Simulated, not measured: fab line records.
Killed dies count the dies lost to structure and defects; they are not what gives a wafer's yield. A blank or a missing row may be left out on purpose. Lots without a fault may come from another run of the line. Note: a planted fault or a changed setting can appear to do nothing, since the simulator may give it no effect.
Struck lot and sound lot, side by side ; flow n5 finfet ; 16 out of 1938 route steps
Sound: the wafers L128.1, L128.3, L128.5. Struck: wafer L121.1. (L121.2, L121.4 of the same lot were not struck and are left out.) The cause comes at the end.
For every step that has rows: the tool of each side, followed by ch and its chambers, followed by its first start. Under that, the readings that differ: sound wafers ; struck wafers ; difference of the means ; sigmas: that difference in standard deviations of wafers without a fault.
alike: readings with means less than 2 such deviations apart, plus words and numbers identical on both sides. not compared: withheld readings, readings lacking a value on some wafer, bounds such as >300 that could conceal the same value, and numbers that have no deviation in the record and whose values overlap.
A row with sigmas, a row that says differs or no value, or rows on one side alone: a step with any of these is where the two part. When numbers do not overlap yet have no deviation, they are printed without sigmas and do not part them. A reading missing from all wafers of one side parts the sides only when that side holds two or more wafers.

first, 7 steps without rows for these wafers: N5_GATE_CUT_COAT_27 (time 60 s, resist thk 10 nm); N5_GATE_CUT_COAT_07 (resist thk 30 nm); N5_GATE_CUT_EBR_09; N5_GATE_CUT_SOFTBAKE_08 (time 60 s); N5_GATE_CUT_EXPOSE_10 (exposes mask GATE CUT, target cd 20 nm); N5_GATE_CUT_PEB_11 (peb time 60 s); N5_GATE_CUT_DEVELOP_12 (develop time 30 s).
N5_GATE_CUT_CD_MEAS_13: target cd 20 nm.
  sound on cd sem-01 ch 0, day 8 22:55; struck on cd sem-02 ch 0, day 7 04:10
  alike: cd nm
N5_GATE_CUT_OVL_MEAS_14:
  sound on overlay-01 ch 0, day 8 22:57; struck on overlay-01 ch 0, day 7 04:12
  alike: GATE_CUT_OVL
N5_GATE_CUT_INSPECT_15: inspects for defects (brightfield).
  struck on defect inspect-01, day 7 04:16; sound on defect inspect-02, day 8 23:01
  alike: raw defect count
N5_GATE_CUT_DESCUM_18: chemistry O2, time 7 s.
  sound on rie diel-03 ch 0,1,2, day 8 23:16; struck on rie diel-05 ch 3, day 7 04:18
  alike: drypump motor current A, oes product au, rf vpp V, showerhead plenum p Torr, throttle valve pct
  not compared: rf hours counter h
N5_GATE_CUT_ETCH_28: etches underlayer in N2/H2, target depth 13 nm, time 10.4 s.
  sound on rie diel-03 ch 0,1,2, day 8 23:17; struck on rie diel-05 ch 3, day 7 04:20
  alike: drypump motor current A, etch rf on time s, oes product au, rf vpp V, showerhead plenum p Torr, throttle valve pct
  not compared: rf hours counter h
N5_GATE_CUT_ETCH_36: etches SiARC in CF4, target depth 13 nm, time 21.7 s.
  sound on rie diel-03 ch 0,1,2, day 8 23:19; struck on rie diel-05 ch 3, day 7 04:22
reading;sound;struck;difference;sigmas
etch rf on time s (s);22.6 21.2 21.0;29.8;+8.2;+17
oes product au (a.u.);0.57 0.84 0.62;0.51;-0.17;-2
  alike: drypump motor current A, rf vpp V, showerhead plenum p Torr, throttle valve pct
  not compared: rf hours counter h
N5_GATE_CUT_ETCH_37: etches SOC in N2/H2, target depth 60 nm, overetch 12 nm, time 90 s.
  sound on rie diel-03 ch 0,1,2, day 8 23:20; struck on rie diel-05 ch 3, day 7 04:23
  alike: drypump motor current A, oes product au, rf vpp V, showerhead plenum p Torr, throttle valve pct
  not compared: rf hours counter h
-- a jump in the record: the struck wafers' starts before and after are 6 days apart (it breaks off in module GATE_CUT and resumes in module BEOL_M4, where the first step shown is number 1111 of the route) --
N5_BEOL_M4_RC_MEAS_101:
  sound on prober-01 ch 0, day 14 10:40; struck on prober-01 ch 0, day 13 00:10
  alike: DIBL_N, DIBL_P, IOFF_N, IOFF_P, ION_N, ION_P, SS_N, SS_P, VT_N, VT_P
-- a jump in the record: the struck wafers' starts before and after are 5 days apart (it breaks off in module BEOL_M4 and resumes in module PASSIVATION, where the first step shown is number 1936 of the route) --
N5_PASSIVATION_PROBE_49:
  struck on prober-01, day 17 13:20; sound on prober-02, day 19 02:40
  alike: defect limited yield, killed_at_M0_to_M3, killed_at_M4_up, killed at contacts, killed at front end, killed at other, killed dies, killed open, killed short, sort_bin_5_function, sort_bin_6_memory, sort n pass, sort yield pct

== WHERE THEY PART ==
Only at N5_GATE_CUT_ETCH_36, as far as this record shows. Later steps at which nothing parts them and some readings are alike: N5_GATE_CUT_ETCH_37, N5_BEOL_M4_RC_MEAS_101, N5_PASSIVATION_PROBE_49.

WHY: whatever the simulator had introduced
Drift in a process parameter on rie diel-05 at N5_GATE_CUT_ETCH_36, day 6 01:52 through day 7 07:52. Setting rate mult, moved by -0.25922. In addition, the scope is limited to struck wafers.
